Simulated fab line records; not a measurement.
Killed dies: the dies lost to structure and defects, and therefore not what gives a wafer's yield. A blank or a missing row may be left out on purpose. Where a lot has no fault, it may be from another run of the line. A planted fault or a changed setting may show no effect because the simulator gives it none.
fab line records ; flow n5-finfet
record: lots: 9; wafers: 27; last-day: 17
route steps=1938 shown BEOL_M3@1005 BEOL_M4@1023 PASSIVATION@1936
lots that met no fault: taken from a fault-free run of the same line
start-h: hours from the record's opening day to when the first of the lot's shown wafers began ; wait-h: hours elapsed since this lot's preceding step ; " unchanged from the row above ; L1.1+2: a row that stands for several wafers ; - no value present, or no start provided ; * or withheld: withheld ; < > ~ a bound
route shown NAME@n: a module of which the file shows steps, and the number in the route of the first ; usual: the fault-free wafers' mean and standard deviation ; same: alike in all rows ; chamber/n: place in a boat ; sites: each site's reading ; _std_site: standard deviation across them ; _edge_site: the outer-site mean with the inner-site mean subtracted ; radius-mm: for every site, how far away it sits from the centre of the wafer ; mask NAME#n: copy n ; behind: tool/chamber where the wafer was last shaped ; hold: what put the lot on hold/how long, in hours/how the hold closed ; device: the n, p or np transistor that did not switch ; end of line: tests of these same wafers at the route's end ; for a step that has no rows: nothing shown but its recipe ; killed: at the first sort, the dies lost to defects and structure; wafer yield is something else ; map: dies across one wafer; x = killed, . = not, _ = none there
set.NAME: the setting as run; set.NAME@STEP: as run at that earlier step ; model.NAME: the simulator's own value behind a step, which no gauge read
the route's steps for a sample of lots (tables are steps, rows are wafers)
services: when a tool's chamber went out of use (start-h, in hours from the record's first day, below 0 if earlier), for how many hours, and the reason
== steps ==
step: N5_BEOL_M3_ANNEAL_91
recipe: temp-c: 400; time-s: 240; ambient: vacuum
usual: heater-power-w: 848/96
lot.wafer;tool;chamber;start-h;wait-h;heater-power-w
L838.2;pvd-sputter-01;-;170.64;0.0;893
L838.4;pvd-sputter-01;-;170.64;0.0;661
L838.6;pvd-sputter-01;-;170.64;0.0;834
L843.2;pvd-sputter-01;-;221.08;0.0;968
L843.5;pvd-sputter-01;-;221.08;0.0;831
L843.6;pvd-sputter-01;-;221.08;0.0;663
L845.2;pvd-sputter-01;-;223.80;0.0;654
L845.4;pvd-sputter-01;-;223.80;0.0;950
L845.6;pvd-sputter-01;-;223.80;0.0;905
L846.1;pvd-sputter-02;-;227.12;0.0;756
L846.2;pvd-sputter-02;-;227.12;0.0;993
L846.6;pvd-sputter-02;-;227.12;0.0;818
L848.1;pvd-sputter-01;-;230.25;0.0;668
L848.5;pvd-sputter-01;-;230.25;0.0;891
L848.6;pvd-sputter-01;-;230.25;0.0;979
L847.2;pvd-sputter-02;-;235.05;0.0;805
L847.3;pvd-sputter-02;-;235.05;0.0;821
L847.6;pvd-sputter-02;-;235.05;0.0;827
L856.1;pvd-sputter-01;-;283.56;0.0;825
L856.3;pvd-sputter-01;-;283.56;0.0;993
L856.4;pvd-sputter-01;-;283.56;0.0;906
L857.1;pvd-sputter-02;-;293.64;0.0;1020
L857.3;pvd-sputter-02;-;293.64;0.0;764
L857.4;pvd-sputter-02;-;293.64;0.0;795
L858.2;pvd-sputter-03;-;297.84;0.0;820
L858.4;pvd-sputter-03;-;297.84;0.0;908
L858.5;pvd-sputter-03;-;297.84;0.0;833
step: N5_BEOL_M3_SPUTTER_92
recipe: material: Cu; target-thk-a: 45; temp-c: -20; chamber-pressure-pa: 0.07; power-w: withheld; time-s: 8.29
usual: chuck-sensor-temp-C: -16.1/0.54; throttle-valve-pct: 29.8/1.3
lot.wafer;tool;chamber;start-h;wait-h;chuck-sensor-temp-C;throttle-valve-pct
L838.2;pvd-sputter-01;-;170.78;0.1;-16.1;29.1
L838.4;pvd-sputter-01;-;170.78;0.1;-16.5;30.9
L838.6;pvd-sputter-01;-;170.78;0.1;-16.7;31.8
L843.2;pvd-sputter-01;-;221.22;0.1;-16.4;28.1
L843.5;pvd-sputter-01;-;221.22;0.1;-16.7;31.9
L843.6;pvd-sputter-01;-;221.22;0.1;-16.2;30.9
L845.2;pvd-sputter-01;-;223.94;0.1;-16.5;30.9
L845.4;pvd-sputter-01;-;223.94;0.1;-16.2;27.8
L845.6;pvd-sputter-01;-;223.94;0.1;-16.3;29.2
L846.1;pvd-sputter-02;-;227.26;0.1;-15.4;31.3
L846.2;pvd-sputter-02;-;227.26;0.1;-17.1;30.2
L846.6;pvd-sputter-02;-;227.26;0.1;-15.5;29.4
L848.1;pvd-sputter-01;-;230.39;0.1;-16.3;30.9
L848.5;pvd-sputter-01;-;230.39;0.1;-16.2;28.9
L848.6;pvd-sputter-01;-;230.39;0.1;-16.5;27.7
L847.2;pvd-sputter-02;-;235.19;0.1;-16.5;28.3
L847.3;pvd-sputter-02;-;235.19;0.1;-15.4;29.3
L847.6;pvd-sputter-02;-;235.19;0.1;-15.5;29.5
L856.1;pvd-sputter-01;-;283.70;0.1;-16.9;31.9
L856.3;pvd-sputter-01;-;283.70;0.1;-16.4;27.8
L856.4;pvd-sputter-01;-;283.70;0.1;-16.1;29.0
L857.1;pvd-sputter-02;-;293.78;0.1;-16.8;30.0
L857.3;pvd-sputter-02;-;293.78;0.1;-15.4;31.4
L857.4;pvd-sputter-02;-;293.78;0.1;-16.4;28.4
L858.2;pvd-sputter-03;-;297.98;0.1;-15.2;30.3
L858.4;pvd-sputter-03;-;297.98;0.1;-16.5;28.6
L858.5;pvd-sputter-03;-;297.98;0.1;-15.1;30.1
step: N5_BEOL_M3_DEP_57
recipe: material: SiCN; target-thk-a: 80; temp-c: withheld; precursor: 3MS/NH3; pressure-torr: 3; rf-w: 202; time-s: 14
usual: chamber-pressure-Torr: 2.999/0.0072; showerhead-plenum-p-Torr: 3.671/0.008; showerhead-vpp-V: 911/34; throttle-valve-pct: 9.0/0.56
lot.wafer;tool;chamber;start-h;wait-h;chamber-pressure-Torr;showerhead-plenum-p-Torr;showerhead-vpp-V;throttle-valve-pct
L838.2;pecvd-02;0;172.20;0.0;3.007;3.659;947;9.7
L838.4;pecvd-02;2;172.20;0.0;2.984;3.673;915;9.5
L838.6;pecvd-02;1;172.20;0.0;2.993;3.675;908;8.3
L843.2;pecvd-02;2;222.83;0.0;2.983;3.672;905;9.0
L843.5;pecvd-02;0;222.83;0.0;2.989;3.668;941;9.9
L843.6;pecvd-02;1;222.83;0.0;3.005;3.668;908;8.3
L845.2;pecvd-02;1;225.36;0.0;3.001;3.683;909;8.4
L845.4;pecvd-02;2;225.36;0.0;2.997;3.669;918;9.1
L845.6;pecvd-02;1;225.36;0.0;3.004;3.670;894;8.4
L846.1;pecvd-02;2;228.69;0.0;3.002;3.666;915;9.4
L846.2;pecvd-02;1;228.69;0.0;3.010;3.679;887;8.5
L846.6;pecvd-02;0;228.69;0.0;2.991;3.664;926;9.6
L848.1;pecvd-02;0;231.81;0.0;2.995;3.662;926;9.7
L848.5;pecvd-02;1;231.81;0.0;2.998;3.664;904;8.3
L848.6;pecvd-02;2;231.81;0.0;2.997;3.669;918;9.1
L847.2;pecvd-02;1;236.61;0.0;2.994;3.676;895;8.8
L847.3;pecvd-02;2;236.61;0.0;2.995;3.674;924;9.4
L847.6;pecvd-02;0;236.61;0.0;3.006;3.667;946;9.5
L856.1;pecvd-02;1;286.44;0.0;3.007;3.674;900;8.5
L856.3;pecvd-02;0;286.44;0.0;3.004;3.669;946;9.9
L856.4;pecvd-02;2;286.44;0.0;3.007;3.671;906;9.2
L857.1;pecvd-02;0;295.20;0.0;2.992;3.664;944;10.0
L857.3;pecvd-02;2;295.20;0.0;2.986;3.672;911;9.2
L857.4;pecvd-02;1;295.20;0.0;3.001;3.672;897;8.4
L858.2;pecvd-01;0;299.64;0.0;2.991;3.681;884;9.6
L858.4;pecvd-01;0;299.64;0.0;3.009;3.662;888;9.4
L858.5;pecvd-01;2;299.64;0.0;2.999;3.663;927;8.6
step: N5_BEOL_M3_INSPECT_59
recipe: inspect-instrument: darkfield; mode: post-dep
usual: raw-defect-count: 74/23
lot.wafer;tool;chamber;start-h;wait-h;raw-defect-count
L838.2;defect-inspect-01;-;172.29;0.0;87
L838.4;defect-inspect-01;-;172.29;0.0;109
L838.6;defect-inspect-01;-;172.29;0.0;58
L843.2;defect-inspect-01;-;222.92;0.0;39
L843.5;defect-inspect-01;-;222.92;0.0;35
L843.6;defect-inspect-01;-;222.92;0.0;40
L845.2;defect-inspect-02;-;225.45;0.0;79
L845.4;defect-inspect-02;-;225.45;0.0;83
L845.6;defect-inspect-02;-;225.45;0.0;80
L846.1;defect-inspect-02;-;228.78;0.0;74
L846.2;defect-inspect-02;-;228.78;0.0;79
L846.6;defect-inspect-02;-;228.78;0.0;60
L848.1;defect-inspect-01;-;231.90;0.0;76
L848.5;defect-inspect-01;-;231.90;0.0;73
L848.6;defect-inspect-01;-;231.90;0.0;73
L847.2;defect-inspect-01;-;236.72;0.0;87
L847.3;defect-inspect-01;-;236.72;0.0;93
L847.6;defect-inspect-01;-;236.72;0.0;65
L856.1;defect-inspect-02;-;286.53;0.0;1106
L856.3;defect-inspect-02;-;286.53;0.0;1072
L856.4;defect-inspect-02;-;286.53;0.0;1059
L857.1;defect-inspect-01;-;295.29;0.0;1073
L857.3;defect-inspect-01;-;295.29;0.0;1068
L857.4;defect-inspect-01;-;295.29;0.0;1024
L858.2;defect-inspect-02;-;299.74;0.0;45
L858.4;defect-inspect-02;-;299.74;0.0;49
L858.5;defect-inspect-02;-;299.74;0.0;49
step: N5_BEOL_M4_PECVD_72
recipe: material: SiO2; target-thk-a: 160; temp-c: 400; precursor: TEOS/O2; pressure-torr: 5.5; rf-w: 450; teos-flow-sccm: 53.8; gas: O2; flow-sccm: 3000; time-s: 18
usual: chamber-pressure-Torr: 5.497/0.012; heater-power-w: 753/99; showerhead-plenum-p-Torr: 8.80/0.053; showerhead-vpp-V: 1342/40; throttle-valve-pct: 22.1/1.4
lot.wafer;tool;chamber;start-h;wait-h;chamber-pressure-Torr;heater-power-w;showerhead-plenum-p-Torr;showerhead-vpp-V;throttle-valve-pct
L838.2;pecvd-02;1;172.43;0.0;5.505;806;8.84;1343;20.7
L838.4;pecvd-02;0;172.43;0.0;5.501;873;8.77;1399;24.5
L838.6;pecvd-02;2;172.43;0.0;5.492;685;8.84;1359;22.6
L843.2;pecvd-01;0;223.06;0.0;5.485;581;8.82;1317;23.3
L843.5;pecvd-01;0;223.06;0.0;5.491;568;8.84;1312;23.2
L843.6;pecvd-01;1;223.06;0.0;5.486;709;8.78;1272;20.7
L845.2;pecvd-02;1;225.60;0.0;5.492;725;8.82;1316;21.3
L845.4;pecvd-02;1;225.60;0.0;5.503;699;8.81;1328;20.6
L845.6;pecvd-02;2;225.60;0.0;5.502;683;8.81;1390;22.6
L846.1;pecvd-03;1;228.92;0.0;5.497;755;8.84;1280;23.1
L846.2;pecvd-03;0;228.92;0.0;5.511;759;8.81;1342;22.3
L846.6;pecvd-03;0;228.92;0.0;5.482;737;8.81;1336;22.5
L848.1;pecvd-02;2;232.04;0.0;5.501;663;8.81;1359;22.7
L848.5;pecvd-02;2;232.04;0.0;5.494;643;8.83;1342;22.8
L848.6;pecvd-02;0;232.04;0.0;5.503;825;8.79;1402;24.4
L847.2;pecvd-03;0;236.86;0.0;5.520;792;8.83;1340;22.4
L847.3;pecvd-03;2;236.86;0.0;5.498;846;8.62;1331;19.8
L847.6;pecvd-03;1;236.86;0.0;5.500;784;8.85;1290;22.9
L856.1;pecvd-02;1;286.67;0.0;5.498;828;8.82;1358;21.0
L856.3;pecvd-02;2;286.67;0.0;5.507;696;8.83;1371;23.1
L856.4;pecvd-02;0;286.67;0.0;5.511;970;8.79;1424;24.4
L857.1;pecvd-03;2;295.43;0.0;5.503;897;8.66;1314;20.1
L857.3;pecvd-03;0;295.43;0.0;5.506;821;8.82;1357;22.5
L857.4;pecvd-03;2;295.43;0.0;5.502;879;8.64;1334;20.0
L858.2;pecvd-01;0;299.88;0.0;5.504;510;8.83;1330;23.5
L858.4;pecvd-01;0;299.88;0.0;5.514;517;8.86;1318;23.5
L858.5;pecvd-01;1;299.88;0.0;5.473;643;8.78;1276;20.3
step: N5_BEOL_M4_INSPECT_13
recipe: mode: adi; inspect-instrument: brightfield
usual: raw-defect-count: 454/110
lot.wafer;tool;chamber;start-h;wait-h;raw-defect-count
L838.2;defect-inspect-01;-;174.57;0.0;743
L838.4;defect-inspect-01;-;174.57;0.0;489
L838.6;defect-inspect-01;-;174.57;0.0;318
L843.2;defect-inspect-02;-;224.52;0.0;351
L843.5;defect-inspect-02;-;224.52;0.0;313
L843.6;defect-inspect-02;-;224.52;0.0;313
L845.2;defect-inspect-02;-;226.20;0.0;486
L845.4;defect-inspect-02;-;226.20;0.0;459
L845.6;defect-inspect-02;-;226.20;0.0;390
L846.1;defect-inspect-02;-;232.87;0.1;496
L846.2;defect-inspect-02;-;232.87;0.1;412
L846.6;defect-inspect-02;-;232.87;0.1;331
L848.1;defect-inspect-01;-;233.57;0.1;444
L848.5;defect-inspect-01;-;233.57;0.1;373
L848.6;defect-inspect-01;-;233.57;0.1;425
L847.2;defect-inspect-01;-;241.20;0.0;465
L847.3;defect-inspect-01;-;241.20;0.0;558
L847.6;defect-inspect-01;-;241.20;0.0;476
L856.1;defect-inspect-02;-;291.20;0.1;1404
L856.3;defect-inspect-02;-;291.20;0.1;1356
L856.4;defect-inspect-02;-;291.20;0.1;1389
L857.1;defect-inspect-01;-;296.55;0.1;1630
L857.3;defect-inspect-01;-;296.55;0.1;1545
L857.4;defect-inspect-01;-;296.55;0.1;1326
L858.2;defect-inspect-01;-;300.54;0.0;417
L858.4;defect-inspect-01;-;300.54;0.0;328
L858.5;defect-inspect-01;-;300.54;0.0;410
step: N5_BEOL_M4_RC_MEAS_101
usual: DIBL_N: 36.9/1.6; DIBL_P: 37.1/2; IOFF_N: 0.17/0.032; IOFF_P: 0.22/0.036; ION_N: 674/12; ION_P: 463/7.8; SS_N: 71.7/0.63; SS_P: 73.5/0.62; VT_N: 249/3.3; VT_P: -250/3.5
lot.wafer;tool;chamber;start-h;wait-h;DIBL_N[mV/V];DIBL_P[mV/V];IOFF_N[nA/um];IOFF_P[nA/um];ION_N[uA/um];ION_P[uA/um];SS_N[mV/dec];SS_P[mV/dec];VT_N[mV];VT_P[mV]
L838.2;prober-01;0;195.17;0.2;38.6;39.4;0.20;0.29;679;469;71.8;74.3;247;-246
L838.4;prober-01;0;195.17;0.2;36.9;39.0;0.18;0.29;689;474;72.1;73.9;249;-246
L838.6;prober-01;0;195.17;0.2;35.1;35.2;0.14;0.21;664;464;71.2;73.3;252;-248
L843.2;prober-01;0;236.71;0.2;35.6;37.6;0.16;0.21;676;466;71.0;73.9;250;-249
L843.5;prober-01;0;236.71;0.2;35.7;37.9;0.16;0.22;674;458;71.9;73.2;250;-252
L843.6;prober-01;0;236.71;0.2;34.7;36.8;0.14;0.20;659;459;71.3;72.9;254;-252
L845.2;prober-01;0;238.07;0.2;40.8;38.5;0.25;0.22;689;457;72.4;73.9;242;-253
L845.4;prober-01;0;238.07;0.2;38.9;37.9;0.20;0.21;679;457;71.8;74.1;245;-253
L845.6;prober-01;0;238.07;0.2;39.1;39.2;0.22;0.23;700;467;71.7;74.0;244;-252
L846.1;prober-02;0;240.17;0.0;39.5;37.4;0.17;0.19;668;444;72.3;73.3;248;-253
L846.2;prober-02;0;240.17;0.0;39.5;37.6;0.18;0.20;687;466;72.0;74.1;247;-252
L846.6;prober-02;0;240.17;0.0;37.1;34.6;0.13;0.15;661;450;71.7;72.9;255;-258
L848.1;prober-01;0;241.76;0.0;37.2;38.2;0.17;0.24;681;473;71.6;73.7;248;-249
L848.5;prober-01;0;241.76;0.0;36.7;37.3;0.16;0.22;685;474;71.9;72.7;249;-252
L848.6;prober-01;0;241.76;0.0;38.8;38.7;0.20;0.25;680;455;72.4;73.4;246;-249
L847.2;prober-01;0;249.72;0.2;33.2;33.8;0.11;0.13;658;451;71.9;72.2;258;-257
L847.3;prober-01;0;249.72;0.2;34.9;38.0;0.13;0.19;650;451;71.8;72.7;258;-253
L847.6;prober-01;0;249.72;0.2;34.9;36.9;0.14;0.17;664;457;71.5;72.2;252;-254
L856.1;prober-01;0;300.02;0.0;36.6;38.6;0.18;0.22;679;459;72.4;73.8;250;-249
L856.3;prober-01;0;300.02;0.0;37.0;40.2;0.19;0.25;675;459;72.4;74.0;248;-252
L856.4;prober-01;0;300.02;0.0;37.5;40.7;0.20;0.27;683;468;72.8;74.1;246;-247
L857.1;prober-01;0;302.13;0.0;36.7;34.9;0.18;0.25;682;472;71.2;73.7;246;-246
L857.3;prober-01;0;302.13;0.0;35.1;32.2;0.14;0.20;667;464;71.7;72.9;253;-249
L857.4;prober-01;0;302.13;0.0;38.2;36.6;0.19;0.27;673;466;72.0;73.8;248;-245
L858.2;prober-01;0;310.08;0.2;36.4;37.4;0.16;0.24;676;469;71.2;73.3;247;-245
L858.4;prober-01;0;310.08;0.2;37.4;38.7;0.17;0.25;677;467;70.5;73.9;249;-247
L858.5;prober-01;0;310.08;0.2;34.4;35.7;0.12;0.21;664;467;71.0;72.7;255;-249
step: N5_PASSIVATION_PROBE_49
usual: defect-limited-yield: 90.9/1.6; killed_at_M0_to_M3: 34/11; killed_at_M4_up: 14/5.7; killed-at-contacts: 13/6.5; killed-at-front-end: 43/11; killed-at-other: 4/3.1; killed-dies: 107/19; killed-open: 71/14; killed-short: 35/7.9; sort_bin_5_function: 5.3/1.1; sort_bin_6_memory: 3.4/0.74; sort_bin_8_speed: 0.00/0.014; sort-n-pass: 1073/19
same: gross-dies: 1180; killed-at-back-side: 0; sort_bin_4_leakage[%]: 0
lot.wafer;tool;chamber;start-h;wait-h;defect-limited-yield[%];killed_at_M0_to_M3;killed_at_M4_up;killed-at-contacts;killed-at-front-end;killed-at-other;killed-dies;killed-open;killed-short;sort_bin_5_function[%];sort_bin_6_memory[%];sort_bin_8_speed[%];sort-n-pass
L845.2;prober-01;-;336.69;0.1;90.2;36;15;14;47;4;116;75;41;4.5;4.7;0;1064
L845.4;prober-01;-;336.79;0.2;89.2;41;15;8;62;2;128;87;41;6.4;4.2;0;1052
L845.6;prober-01;-;336.89;0.3;90.3;29;8;15;58;5;115;73;37;4.6;4.2;0;1065
L843.2;prober-01;-;345.71;0.1;88.5;28;21;21;60;6;136;94;42;6.5;4.6;0;1044
L843.5;prober-01;-;345.86;0.2;90.8;29;10;20;44;5;108;73;35;5.0;3.6;0;1072
L843.6;prober-01;-;345.91;0.3;90.8;22;20;22;43;1;108;77;31;6.0;2.9;0;1072
L847.2;prober-01;-;347.68;0.1;92.8;19;12;12;40;2;85;58;27;4.4;2.6;0;1095
L847.3;prober-01;-;347.73;0.1;89.9;25;10;8;65;11;119;65;53;6.2;3.5;0;1061
L847.6;prober-01;-;347.88;0.3;90.6;30;13;12;48;8;111;75;35;5.4;3.5;0;1069
L846.1;prober-01;-;347.93;0.3;91.0;26;21;13;44;2;106;71;35;6.0;2.9;0;1074
L846.2;prober-01;-;347.98;0.4;90.0;31;16;37;34;0;118;80;37;5.9;3.8;0;1062
L846.6;prober-01;-;348.18;0.6;89.4;39;10;23;51;2;125;94;31;5.9;4.0;0;1055
L856.1;prober-01;-;407.05;0.0;83.7;122;12;6;41;11;192;53;33;9.6;3.1;0;988
L856.3;prober-01;-;407.15;0.1;80.2;180;9;14;23;8;234;55;30;11.9;4.5;0;946
L856.4;prober-01;-;407.20;0.2;80.5;175;9;3;39;4;230;55;24;13.7;3.2;0;950
L857.1;prober-02;-;407.37;0.0;80.2;162;13;18;38;3;234;64;30;12.5;3.7;0;946
L857.3;prober-02;-;407.47;0.1;78.4;175;16;16;41;7;255;76;31;13.3;4.3;0;925
L857.4;prober-02;-;407.52;0.2;82.6;129;9;14;50;3;205;69;35;10.9;3.8;0;975
killed by level:class
L845.2 FIN_SAQP:geometric-particle:short=13 BEOL_M0_SAQP:geometric-particle:open=12 FIN_SAQP:geometric-particle:open=11 MOL_CONTACT_COAG:geometric-particle:open=11 STI_FIN_REVEAL:geometric-particle:open=10 BEOL_M0_SAQP:geometric-particle:short=10 BEOL_M3:geometric-particle:open=6 BEOL_M2:geometric-particle:open=4
L845.4 FIN_SAQP:geometric-particle:open=20 FIN_SAQP:geometric-particle:short=19 BEOL_M3:geometric-particle:open=17 STI_FIN_REVEAL:geometric-particle:open=12 BEOL_M0_SAQP:geometric-particle:open=8 MOL_CONTACT_COAG:geometric-particle:open=7 BEOL_M4:geometric-particle:open=6 BEOL_M0_SAQP:geometric-particle:short=5
L845.6 FIN_SAQP:geometric-particle:open=18 BEOL_M3:geometric-particle:open=12 MOL_CONTACT_COAG:geometric-particle:open=12 STI_FIN_REVEAL:geometric-particle:open=9 FIN_SAQP:geometric-particle:short=8 BEOL_M0_SAQP:geometric-particle:short=5 BEOL_M1:geometric-particle:open=4 STARTING-WAFER:geometric-particle:open=4
L843.2 FIN_SAQP:geometric-particle:open=30 MOL_CONTACT_COAG:geometric-particle:open=19 FIN_SAQP:geometric-particle:short=11 BEOL_M4:geometric-particle:open=11 BEOL_M2:geometric-particle:open=6 BEOL_M2:geometric-particle:short=5 BEOL_M0_SAQP:geometric-particle:short=5 BEOL_M1:geometric-particle:open=5
L843.5 MOL_CONTACT_COAG:geometric-particle:open=16 BEOL_M2:geometric-particle:open=13 FIN_SAQP:geometric-particle:open=12 FIN_SAQP:geometric-particle:short=7 STI_FIN_REVEAL:geometric-particle:open=7 GATE_CUT:geometric-particle:short=7 BEOL_M4:geometric-particle:open=5 MOL_CONTACT_COAG:geometric-particle:short=4
L843.6 MOL_CONTACT_COAG:geometric-particle:open=19 FIN_SAQP:geometric-particle:open=18 BEOL_M4:geometric-particle:open=10 BEOL_M1:geometric-particle:open=8 FIN_SAQP:geometric-particle:short=7 STI_FIN_REVEAL:geometric-particle:open=4 BEOL_M2:geometric-particle:open=4 BEOL_M4:geometric-particle:short=4
L847.2 MOL_CONTACT_COAG:geometric-particle:open=10 FIN_SAQP:geometric-particle:short=6 STI_FIN_REVEAL:geometric-particle:open=6 BEOL_M2:geometric-particle:open=6 DUMMY_GATE:geometric-particle:open=5 BEOL_M4:geometric-particle:open=5 FIN_SAQP:geometric-particle:open=4 GATE_CUT:geometric-particle:open=4
L847.3 FIN_SAQP:geometric-particle:short=17 FIN_SAQP:geometric-particle:open=12 STI_FIN_REVEAL:geometric-particle:open=9 BEOL_M2:geometric-particle:open=9 ILD0:geometric-particle:open=5 GATE_CUT:geometric-particle:short=5 BEOL_M3:geometric-particle:short=5 MIM_BOT:geometric-particle:open=5
L847.6 STI_FIN_REVEAL:geometric-particle:open=14 MOL_CONTACT_COAG:geometric-particle:open=10 BEOL_M2:geometric-particle:open=8 FIN_SAQP:geometric-particle:short=6 DUMMY_GATE:geometric-particle:open=6 BEOL_M0_SAQP:geometric-particle:short=6 FIN_SAQP:geometric-particle:open=5 BEOL_M0_SAQP:geometric-particle:open=5
L846.1 STI_FIN_REVEAL:geometric-particle:open=14 BEOL_M4:geometric-particle:open=12 MOL_CONTACT_COAG:geometric-particle:open=9 BEOL_M1:geometric-particle:open=9 BEOL_M2:geometric-particle:open=7 FIN_SAQP:geometric-particle:open=6 GATE_CUT:geometric-particle:short=6 DUMMY_GATE:geometric-particle:open=5
L846.2 MOL_CONTACT_COAG:geometric-particle:open=26 MOL_CONTACT_COAG:geometric-particle:short=11 BEOL_M0_SAQP:geometric-particle:open=11 FIN_SAQP:geometric-particle:open=6 GATE_CUT:geometric-particle:short=6 BEOL_M5:geometric-particle:open=6 FIN_SAQP:geometric-particle:short=5 STARTING-WAFER:geometric-particle:short=5
L846.6 STI_FIN_REVEAL:geometric-particle:open=20 MOL_CONTACT_COAG:geometric-particle:open=19 BEOL_M1:geometric-particle:open=15 FIN_SAQP:geometric-particle:open=7 BEOL_M0_SAQP:geometric-particle:open=7 FIN_SAQP:geometric-particle:short=6 BEOL_M0_SAQP:geometric-particle:short=6 MOL_CONTACT_COAG:geometric-particle:short=4
L856.1 BEOL_M3:unspecified=99 STI_FIN_REVEAL:geometric-particle:open=9 FIN_SAQP:geometric-particle:open=7 BEOL_M0_SAQP:geometric-particle:open=7 FIN_SAQP:geometric-particle:short=6 DUMMY_GATE:geometric-particle:open=5 MOL_CONTACT_COAG:geometric-particle:open=5 BEOL_M0:geometric-particle:short=5
L856.3 BEOL_M3:unspecified=147 MOL_CONTACT_COAG:geometric-particle:open=12 BEOL_M0_SAQP:geometric-particle:short=12 BEOL_M0_SAQP:geometric-particle:open=10 BEOL_M10:geometric-particle:open=5 MIM_TOP_ETCH:geometric-particle:open=5 STI_FIN_REVEAL:geometric-particle:open=4 GATE_CUT:geometric-particle:open=4
L856.4 BEOL_M3:unspecified=150 FIN_SAQP:geometric-particle:short=10 FIN_SAQP:geometric-particle:open=9 BEOL_M0_SAQP:geometric-particle:open=7 BEOL_M1:geometric-particle:open=5 STI_FIN_REVEAL:geometric-particle:open=4 BEOL_M3:geometric-particle:open=4 GATE_CUT:geometric-particle:short=4
L857.1 BEOL_M3:unspecified=139 MOL_CONTACT_COAG:geometric-particle:open=17 STI_FIN_REVEAL:geometric-particle:open=10 FIN_SAQP:geometric-particle:open=9 FIN_SAQP:geometric-particle:short=9 BEOL_M4:geometric-particle:open=8 BEOL_M0_SAQP:geometric-particle:short=6 STARTING-WAFER:geometric-particle:short=5
L857.3 BEOL_M3:unspecified=145 MOL_CONTACT_COAG:geometric-particle:open=15 FIN_SAQP:geometric-particle:open=13 FIN_SAQP:geometric-particle:short=10 BEOL_M1:geometric-particle:open=9 BEOL_M4:geometric-particle:open=6 BEOL_M0_SAQP:geometric-particle:short=5 BEOL_M0_SAQP:geometric-particle:open=4
L857.4 BEOL_M3:unspecified=99 FIN_SAQP:geometric-particle:open=14 MOL_CONTACT_COAG:geometric-particle:open=11 BEOL_M0_SAQP:geometric-particle:short=9 FIN_SAQP:geometric-particle:short=8 STI_FIN_REVEAL:geometric-particle:open=8 DUMMY_GATE:geometric-particle:open=5 BEOL_M0:geometric-particle:open=5
== services ==
tool;chamber;start-h;hours;kind
pvd-sputter-01;-;149.90;7.8;repair
pecvd-02;-;157.09;1.2;repair
pecvd-02;0;160.48;9.3;repair
pecvd-02;-;170.23;1.2;repair
pvd-sputter-01;-;175.05;0.9;repair
pecvd-03;-;195.89;6.0;pm
pecvd-03;2;202.38;-;clean
pecvd-03;2;202.38;-;consumable-replace:showerhead
pecvd-03;2;202.38;29.0;scheduled-down
pecvd-03;2;202.38;29.0;vent-cycle
pecvd-03;-;207.52;4.3;pm
pecvd-02;0;217.83;2.1;scheduled-down
pecvd-01;2;240.45;2.1;scheduled-down
pecvd-02;0;269.18;5.5;scheduled-down
pecvd-02;1;288.25;2.1;scheduled-down
== key ==
first-sign: step: N5_BEOL_M3_INSPECT_59; reading: raw-defect-count; direction: up; sigmas: 42; usual: 74; struck: 1067
effect: step: N5_BEOL_M4_INSPECT_13; reading: raw-defect-count; direction: up; sigmas: 9; usual: 454; struck: 1442
effect: step: N5_PASSIVATION_PROBE_49; reading: killed_at_M0_to_M3; direction: up; sigmas: 12; usual: 34; struck: 157
more-kills-born-at: N5_BEOL_M3_DEP_57@pecvd-02: 779
met-at N5_BEOL_M3_DEP_57
struck-lots L856,L857
not-acting-at N5_BEOL_M3_ANNEAL_91,N5_BEOL_M3_SPUTTER_92,N5_BEOL_M4_PECVD_72
onset-between 236.61 286.44
fault: kind: chamber-particle-source; tool: pecvd-02; chamber: -; onset-h: 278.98; steps: N5_BEOL_M3_DEP_57; rate-per-visit-cm2: 1.5283; end-h: 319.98
